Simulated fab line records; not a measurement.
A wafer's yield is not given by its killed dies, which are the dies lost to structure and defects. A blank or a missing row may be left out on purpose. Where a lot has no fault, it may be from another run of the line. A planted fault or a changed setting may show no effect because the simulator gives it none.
Matching of chambers ; flow n5-finfet ; N5_BEOL_M7_ALD_77 on ald-metal-03 has 4 sister chambers
The step deposits TaN, target thk 2 nm, pulse time 2 s, purge time 3 s. 8 wafers are shown with their chamber, then 11 later ones without.

WAFERS, EACH WITH ITS CHAMBER
wafer;chamber;heater-power-w (W);chamber-pressure-Torr (Torr)
L074.6;0;348;3.004
L082.1;2;453;2.988
L081.3;0;367;3.006
L081.4;2;447;2.994
L084.3;1;453;3.004
L084.4;3;364;3.000
L084.6;3;367;3.011
L086.1;1;445;3.008

WAFERS WITHOUT THEIR CHAMBER
wafer;heater-power-w (W);chamber-pressure-Torr (Torr)
L086.3;354;3.005
L086.4;364;2.998
L092.1;449;3.001
L092.2;361;3.005
L092.3;431;3.007
L095.1;357;3.004
L095.3;359;2.995
L095.6;360;3.001
L097.1;353;2.994
L097.3;454;3.005
L097.6;359;2.994

WHICH CHAMBER EACH WENT THROUGH
wafer;from the rows above;in truth
L086.3;can't be placed: 0 or 3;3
L086.4;can't be placed: 3 or 0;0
L092.1;can't be placed: 1 or 2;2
L092.2;can't be placed: 0 or 3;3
L092.3;can't be placed: 1 or 2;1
L095.1;can't be placed: 0 or 3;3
L095.3;can't be placed: 0 or 3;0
L095.6;can't be placed: 0 or 3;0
L097.1;can't be placed: 0 or 3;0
L097.3;1;1
L097.6;can't be placed: 0 or 3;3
Correctly placed: 1 of 11. Cannot be placed on the basis of these rows: 10; the candidates contain the true chamber in 10. Wrongly placed: 0.
How it was worked out, from the rows above alone: a wafer's distance from a chamber is the root of the sum, over the readings, of the square of ((its reading less the chamber's mean) divided by the reading's scatter). If the next closest chamber is less than 2 further off than the closest, the wafer can't be placed; otherwise it belongs to the closest. For every chamber, the mean is computed from those of its wafers that are shown. The scatter: take each reading less its chamber's mean, square it, sum over the shown wafers, divide by the number of wafers less the number of chambers, and take the root.
